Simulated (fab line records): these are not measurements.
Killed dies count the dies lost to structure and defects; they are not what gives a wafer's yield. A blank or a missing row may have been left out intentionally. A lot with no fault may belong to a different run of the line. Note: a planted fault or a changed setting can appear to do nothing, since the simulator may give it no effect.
fab line records / flow n5Finfet
record: lots: 4 wafers: 12 lastDay: 17
route steps=1938 shown BEOL_M12@1649 BEOL_M13@1659
lots that met no fault: taken from a fault-free run of the same line
startH: hours from the record's first day to the start of the lot's first wafer shown / waitH: hours since the lot's step before / " repeats the value in the row above / L1.1+2: a single row standing in for several wafers / - either no value or no given start / * or withheld: withheld / < > ~ a bound
route shown NAME@n: a module of which the file shows steps, and the number in the route of the first / usual: mean and standard deviation over wafers with no fault / same: alike in all rows / chamber/n: place in a boat / sites: readings site by site / _std_site: the values' standard deviation / _edge_site: inner sites' mean taken away from outer sites' mean / radiusMm: for every site, how far away it sits from the centre of the wafer / mask NAME#n: copy n / behind: the last tool/chamber to shape the wafer / hold: reason for holding the lot/hours on hold/outcome of the hold / device: which transistor (n, p or np) failed to switch / end of line: at the end of the route, the tests of the same wafers / for a step that has no rows: nothing shown but its recipe / killed: at the first sort, the dies lost to defects and structure; wafer yield is something else / map: dies across one wafer; x = killed, . = not, _ = none there
set.NAME: the run value of the setting; set.NAME@STEP: its run value at that earlier step / model.NAME: the simulator's own value behind a step, which no gauge read
a table for each step, a row for each wafer; lots at some steps of the route
services: the hour from which a tool's chamber was out of use, counted from the record's first day as startH (under 0 if before that day), plus the number of hours and why
== steps ==
step: N5_BEOL_M12_SPUTTER_44
recipe: material: Ta targetThkA: 100 tempC: 50 biasV: 80 powerW: 15000 chamberPressurePa: 0.07 timeS: 16.13
step: N5_BEOL_M12_SPUTTER_45
recipe: material: Cu targetThkA: 800 tempC: -20 biasV: 60 powerW: 26000 chamberPressurePa: 0.13 timeS: 13.33
step: N5_BEOL_M12_ECD_47
recipe: material: Cu targetThkA: 7200
step: N5_BEOL_M12_ANNEAL_48
recipe: tempC: 225 timeS: 90 ambient: N2
step: N5_BEOL_M12_CMP_49
recipe: stopOn: SiOC tOverpolishS: 20.6 downForcePsi: 1 platenRpm: 50 clearingPlatenDownForcePsi: 1.5 clearingPlatenRpm: 50 postCmpClean: cuAlkaline targetThkNm: 320 clearingPlatenPadVelocityMS: 0.99484 padVelocityMS: 0.99484
step: N5_BEOL_M12_PRE_CLEAN_52
recipe: gas: NH3 timeS: 15 tempC: withheld rfPowerW: 300
step: N5_BEOL_M12_DEP_53
recipe: material: SiCN targetThkA: 300 tempC: withheld precursor: 3MS/NH3 pressureTorr: 3 rfW: 675 timeS: 10.5
step: N5_BEOL_M13_ILD_DEP_00
recipe: material: SiOC targetThkA: 8379.2 tempC: 350 precursor: DEMS/O2 pressureTorr: 5 rfW: 500 timeS: 166.4
step: N5_BEOL_M13_COAT_58
recipe: resist: BARC tempC: 205 timeS: 60 spinRpm: 1500 resistThkNm: 89
usual: dispensePressureKPa: 52.9/1.6 spinSpeedRpm: 1500.2/0.99
lot.wafer=L399.1 tool=lithoTrack-05 chamber=0 startH=248.13 waitH=0.0 dispensePressureKPa=54.0 spinSpeedRpm=1499.3 model.BARC_of_BEOL_M13_COAT_58.thkNm=89
lot.wafer=L399.2 tool=lithoTrack-05 chamber=0 startH=248.13 waitH=0.0 dispensePressureKPa=54.0 spinSpeedRpm=1498.2 model.BARC_of_BEOL_M13_COAT_58.thkNm=89.8
lot.wafer=L399.5 tool=lithoTrack-05 chamber=0 startH=248.13 waitH=0.0 dispensePressureKPa=54.0 spinSpeedRpm=1499.2 model.BARC_of_BEOL_M13_COAT_58.thkNm=89.4
lot.wafer=L412.1 tool=lithoTrack-05 chamber=0 startH=324.96 waitH=0.0 dispensePressureKPa=54.0 spinSpeedRpm=1777.0 model.BARC_of_BEOL_M13_COAT_58.thkNm=81.6
lot.wafer=L412.2 tool=lithoTrack-05 chamber=0 startH=324.96 waitH=0.0 dispensePressureKPa=54.1 spinSpeedRpm=1778.3 model.BARC_of_BEOL_M13_COAT_58.thkNm=81.8
lot.wafer=L412.6 tool=lithoTrack-05 chamber=0 startH=324.96 waitH=0.0 dispensePressureKPa=54.1 spinSpeedRpm=1777.3 model.BARC_of_BEOL_M13_COAT_58.thkNm=81.6
lot.wafer=L414.2 tool=lithoTrack-05 chamber=0 startH=339.75 waitH=0.0 dispensePressureKPa=54.1 spinSpeedRpm=1776.4 model.BARC_of_BEOL_M13_COAT_58.thkNm=81.8
lot.wafer=L414.5 tool=lithoTrack-05 chamber=0 startH=339.75 waitH=0.0 dispensePressureKPa=54.1 spinSpeedRpm=1777.9 model.BARC_of_BEOL_M13_COAT_58.thkNm=81.8
lot.wafer=L414.6 tool=lithoTrack-05 chamber=0 startH=339.75 waitH=0.0 dispensePressureKPa=54.1 spinSpeedRpm=1776.6 model.BARC_of_BEOL_M13_COAT_58.thkNm=82
lot.wafer=L418.1 tool=lithoTrack-04 chamber=0 startH=364.14 waitH=0.0 dispensePressureKPa=51.0 spinSpeedRpm=1500.9 model.BARC_of_BEOL_M13_COAT_58.thkNm=88.6
lot.wafer=L418.3 tool=lithoTrack-04 chamber=0 startH=364.14 waitH=0.0 dispensePressureKPa=51.0 spinSpeedRpm=1501.4 model.BARC_of_BEOL_M13_COAT_58.thkNm=88.6
lot.wafer=L418.6 tool=lithoTrack-04 chamber=0 startH=364.14 waitH=0.0 dispensePressureKPa=51.0 spinSpeedRpm=1501.4 model.BARC_of_BEOL_M13_COAT_58.thkNm=88.4
step: N5_BEOL_M13_COAT_04
recipe: spinRpm: 1625 resistThkNm: 400
step: N5_BEOL_M13_EBR_06
recipe: solvent: PGMEA ebrWidthMm: 1.5
step: N5_BEOL_M13_SOFTBAKE_05
recipe: tempC: 130 timeS: 60
step: N5_BEOL_M13_EXPOSE_07
recipe: maskId: V12 na: 0.93 sourceShape: conventional sigmaOuter: 0.6 polarization: unpolarized attpsmPhaseDeg: 180 doseMj: 24.8
step: N5_BEOL_M13_PEB_08
recipe: pebTempC: 130 pebTimeS: 90
step: N5_BEOL_M13_DEVELOP_09
recipe: developTimeS: 45 rinseLiquid: diw dry: airSpin devTempC: 21
step: N5_BEOL_M13_HARDBAKE_14
recipe: tempC: 130 timeS: 120
step: N5_BEOL_M13_DESCUM_15
recipe: chemistry: O2 timeS: 7.9 sourcePowerW: 50 biasPowerW: 20 pressureMtorr: 20 rfFrequencyHz: 2.712e+07 tempC: 40 o2FlowSccm: 225
step: N5_BEOL_M13_ETCH_59
recipe: chemistry: N2/H2 target: BARC targetDepthA: 890 overetchA: 267 timeS: 67.9 ionEnergyEv: 200 pressureMtorr: 30 sourceW: 840 biasW: 150 n2FlowSccm: 200 h2FlowSccm: 200
usual: drypumpMotorCurrentA: 5.7/0.38 n2FlowSccm: 200.0/0.62 oesProductAu: 0.67/0.071 rfVppV: 524.4/2.8 showerheadPlenumPTorr: 2.56/0.099 throttleValvePct: 17.78/0.26
lot.wafer=L399.1 tool=rieDiel-06 chamber=0 startH=248.71 waitH=0.0 drypumpMotorCurrentA=5.8 n2FlowSccm=200.4 oesProductAu=0.75 rfHoursCounterH=58 rfVppV=522.6 showerheadPlenumPTorr=2.46 throttleValvePct=17.72 model.etch.depthNm=89.1
lot.wafer=L399.2 tool=rieDiel-06 chamber=1 startH=248.71 waitH=0.0 drypumpMotorCurrentA=5.9 n2FlowSccm=198.7 oesProductAu=0.73 rfHoursCounterH=59 rfVppV=526.4 showerheadPlenumPTorr=2.57 throttleValvePct=17.33 model.etch.depthNm=89.71
lot.wafer=L399.5 tool=rieDiel-06 chamber=0 startH=248.71 waitH=0.0 drypumpMotorCurrentA=5.8 n2FlowSccm=200.4 oesProductAu=0.75 rfHoursCounterH=- rfVppV=521.2 showerheadPlenumPTorr=2.46 throttleValvePct=17.71 model.etch.depthNm=89.48
lot.wafer=L412.1 tool=rieDiel-03 chamber=2 startH=325.48 waitH=0.0 drypumpMotorCurrentA=5.2 n2FlowSccm=200.2 oesProductAu=0.59 rfHoursCounterH=207 rfVppV=519.8 showerheadPlenumPTorr=2.43 throttleValvePct=17.62 model.etch.depthNm=81.68
lot.wafer=L412.2 tool=rieDiel-03 chamber=3 startH=325.48 waitH=0.0 drypumpMotorCurrentA=5.9 n2FlowSccm=200.6 oesProductAu=0.73 rfHoursCounterH=23 rfVppV=525.6 showerheadPlenumPTorr=2.63 throttleValvePct=18.25 model.etch.depthNm=81.7
lot.wafer=L412.6 tool=rieDiel-03 chamber=1 startH=325.48 waitH=0.0 drypumpMotorCurrentA=6.0 n2FlowSccm=199.7 oesProductAu=0.62 rfHoursCounterH=- rfVppV=526.4 showerheadPlenumPTorr=2.66 throttleValvePct=17.46 model.etch.depthNm=81.58
lot.wafer=L414.2 tool=rieDiel-06 chamber=3 startH=340.27 waitH=0.0 drypumpMotorCurrentA=5.3 n2FlowSccm=200.4 oesProductAu=0.64 rfHoursCounterH=117 rfVppV=526.4 showerheadPlenumPTorr=2.65 throttleValvePct=17.88 model.etch.depthNm=81.88
lot.wafer=L414.5 tool=rieDiel-06 chamber=0 startH=340.27 waitH=0.0 drypumpMotorCurrentA=5.8 n2FlowSccm=200.2 oesProductAu=0.68 rfHoursCounterH=- rfVppV=521.6 showerheadPlenumPTorr=2.45 throttleValvePct=17.77 model.etch.depthNm=81.86
lot.wafer=L414.6 tool=rieDiel-06 chamber=1 startH=340.27 waitH=0.0 drypumpMotorCurrentA=5.9 n2FlowSccm=199.5 oesProductAu=0.66 rfHoursCounterH=- rfVppV=524.9 showerheadPlenumPTorr=2.56 throttleValvePct=17.40 model.etch.depthNm=82.04
lot.wafer=L418.1 tool=rieDiel-01 chamber=2 startH=365.32 waitH=0.0 drypumpMotorCurrentA=6.1 n2FlowSccm=200.3 oesProductAu=0.78 rfHoursCounterH=15 rfVppV=526.7 showerheadPlenumPTorr=2.70 throttleValvePct=17.64 model.etch.depthNm=88.6
lot.wafer=L418.3 tool=rieDiel-01 chamber=0 startH=365.32 waitH=0.0 drypumpMotorCurrentA=5.2 n2FlowSccm=200.8 oesProductAu=0.59 rfHoursCounterH=234 rfVppV=525.7 showerheadPlenumPTorr=2.62 throttleValvePct=18.14 model.etch.depthNm=88.56
lot.wafer=L418.6 tool=rieDiel-01 chamber=1 startH=365.32 waitH=0.0 drypumpMotorCurrentA=5.8 n2FlowSccm=199.5 oesProductAu=0.58 rfHoursCounterH=- rfVppV=523.9 showerheadPlenumPTorr=2.50 throttleValvePct=17.75 model.etch.depthNm=88.42
step: N5_BEOL_M13_VIA_ETCH_16
recipe: chemistry: C4F8/O2/Ar target: SiOC pressureMtorr: 30 sourceW: 3000 biasW: 700 Ar_flow_sccm: 400 C4F8_flow_sccm: 15 O2_flow_sccm: 8 heInnerTorr: 15 heOuterTorr: 30 targetDepthA: 9217 timeS: withheld ionEnergyEv: 250 ends: cleared
step: N5_BEOL_M13_STRIP_63
recipe: chemistry: N2/H2 powerW: 1000 tempC: 250 h2Frac: 0.65 overashFraction: 0.3 pressureMtorr: 1000 n2FlowSccm: 1750 h2FlowSccm: 3250
step: N5_BEOL_M13_STRIP_64
recipe: chemistry: N2/H2 powerW: 1000 tempC: 250 h2Frac: 0.65 overashFraction: 0.3 pressureMtorr: withheld n2FlowSccm: 1750 h2FlowSccm: 3250
usual: drypumpMotorCurrentA: 5.71/0.28 heaterPowerW: 350/30 n2FlowSccm: 1749/5.3 oesProductAu: 0.715/0.0043 stripTimeToEndpointS: 31.31/0.079 tempC: 250.01/0.18
lot.wafer=L399.1 tool=plasmaAsher-01 chamber=0 startH=249.05 waitH=0.0 drypumpMotorCurrentA=5.90 heaterPowerW=360 n2FlowSccm=1753 oesProductAu=0.714 rfHoursCounterH=120 stripTimeToEndpointS=31.33 tempC=250.00
lot.wafer=L399.2 tool=plasmaAsher-01 chamber=1 startH=249.05 waitH=0.0 drypumpMotorCurrentA=5.22 heaterPowerW=379 n2FlowSccm=1744 oesProductAu=0.718 rfHoursCounterH=120 stripTimeToEndpointS=31.51 tempC=249.83
lot.wafer=L399.5 tool=plasmaAsher-01 chamber=0 startH=249.05 waitH=0.0 drypumpMotorCurrentA=5.91 heaterPowerW=355 n2FlowSccm=1748 oesProductAu=0.710 rfHoursCounterH=- stripTimeToEndpointS=31.44 tempC=249.76
lot.wafer=L412.1 tool=plasmaAsher-01 chamber=1 startH=325.83 waitH=0.0 drypumpMotorCurrentA=5.26 heaterPowerW=386 n2FlowSccm=1747 oesProductAu=0.724 rfHoursCounterH=137 stripTimeToEndpointS=29.19 tempC=250.21
lot.wafer=L412.2 tool=plasmaAsher-01 chamber=0 startH=325.83 waitH=0.0 drypumpMotorCurrentA=5.91 heaterPowerW=366 n2FlowSccm=1754 oesProductAu=0.715 rfHoursCounterH=137 stripTimeToEndpointS=29.21 tempC=249.81
lot.wafer=L412.6 tool=plasmaAsher-01 chamber=0 startH=325.83 waitH=0.0 drypumpMotorCurrentA=5.93 heaterPowerW=365 n2FlowSccm=1753 oesProductAu=0.722 rfHoursCounterH=- stripTimeToEndpointS=29.18 tempC=249.78
lot.wafer=L414.2 tool=plasmaAsher-02 chamber=0 startH=340.62 waitH=0.0 drypumpMotorCurrentA=5.82 heaterPowerW=322 n2FlowSccm=1745 oesProductAu=0.721 rfHoursCounterH=89 stripTimeToEndpointS=29.25 tempC=250.20
lot.wafer=L414.5 tool=plasmaAsher-02 chamber=1 startH=340.62 waitH=0.0 drypumpMotorCurrentA=5.89 heaterPowerW=318 n2FlowSccm=1749 oesProductAu=0.710 rfHoursCounterH=- stripTimeToEndpointS=29.25 tempC=250.07
lot.wafer=L414.6 tool=plasmaAsher-02 chamber=0 startH=340.62 waitH=0.0 drypumpMotorCurrentA=5.81 heaterPowerW=328 n2FlowSccm=1743 oesProductAu=0.715 rfHoursCounterH=- stripTimeToEndpointS=29.31 tempC=250.33
lot.wafer=L418.1 tool=plasmaAsher-01 chamber=0 startH=365.98 waitH=0.0 drypumpMotorCurrentA=5.91 heaterPowerW=361 n2FlowSccm=1748 oesProductAu=0.715 rfHoursCounterH=147 stripTimeToEndpointS=31.19 tempC=250.00
lot.wafer=L418.3 tool=plasmaAsher-01 chamber=1 startH=365.98 waitH=0.0 drypumpMotorCurrentA=5.25 heaterPowerW=389 n2FlowSccm=1740 oesProductAu=0.719 rfHoursCounterH=- stripTimeToEndpointS=31.19 tempC=250.26
lot.wafer=L418.6 tool=plasmaAsher-01 chamber=1 startH=365.98 waitH=0.0 drypumpMotorCurrentA=5.24 heaterPowerW=384 n2FlowSccm=1750 oesProductAu=0.712 rfHoursCounterH=- stripTimeToEndpointS=31.15 tempC=250.10
step: N5_BEOL_M13_STRIP_71
recipe: chemistry: postEtchResidueRemover timeS: 60 tempC: 25 removerPh: withheld removerWaterWtPct: withheld removerFluorideWtPct: withheld
== services ==
tool=rieDiel-03 chamber=3 startH=231.56 hours=- kind=clean
tool=rieDiel-03 chamber=3 startH=231.56 hours=- kind=consumableReplace:focusRing
tool=rieDiel-03 chamber=3 startH=231.56 hours=15.0 kind=scheduledDown
tool=rieDiel-03 chamber=3 startH=231.56 hours=15.0 kind=ventCycle
tool=rieDiel-06 chamber=3 startH=248.87 hours=4.0 kind=repair
tool=rieDiel-01 chamber=1 startH=271.31 hours=18.5 kind=repair
tool=plasmaAsher-02 chamber=- startH=277.54 hours=2.4 kind=repair
tool=rieDiel-01 chamber=2 startH=282.41 hours=8.8 kind=repair
tool=rieDiel-01 chamber=2 startH=291.30 hours=- kind=clean
tool=rieDiel-01 chamber=2 startH=291.30 hours=- kind=consumableReplace:focusRing
tool=rieDiel-01 chamber=2 startH=291.30 hours=- kind=consumableReplace:showerhead
tool=rieDiel-01 chamber=2 startH=291.30 hours=21.6 kind=scheduledDown
tool=rieDiel-01 chamber=2 startH=291.30 hours=21.6 kind=ventCycle
tool=rieDiel-06 chamber=2 startH=303.58 hours=- kind=clean
tool=rieDiel-06 chamber=2 startH=303.58 hours=- kind=consumableReplace:focusRing
tool=rieDiel-06 chamber=2 startH=303.58 hours=16.4 kind=scheduledDown
tool=rieDiel-06 chamber=2 startH=303.58 hours=16.4 kind=ventCycle
tool=rieDiel-01 chamber=- startH=346.57 hours=2.8 kind=pm
tool=rieDiel-06 chamber=- startH=363.32 hours=2.8 kind=pm
tool=plasmaAsher-02 chamber=- startH=364.51 hours=28.0 kind=repair
== key ==
firstSign: step: N5_BEOL_M13_COAT_58 reading: spinSpeedRpm direction: up sigmas: 99+ usual: * struck: *
effect: step: N5_BEOL_M13_STRIP_64 reading: stripTimeToEndpointS direction: down sigmas: 26 usual: * struck: *
modelEffect: step: N5_BEOL_M13_COAT_58 value: BARC_of_BEOL_M13_COAT_58.thkNm without: 89 struck: 81.77
modelEffect: step: N5_BEOL_M13_ETCH_59 value: etch.depthNm without: 89.01 struck: 81.79
metAt N5_BEOL_M13_COAT_58
struckWafers L412.1,L412.2,L412.6,L414.2,L414.5,L414.6
onsetBetween 248.13 324.96
fault: kind: processParameterDrift tool: lithoTrack-05 chamber: - onsetH: 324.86 steps: N5_BEOL_M13_COAT_58 channel: spinRpm offset: * shape: step endH: 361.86 actsIn: * stated: *
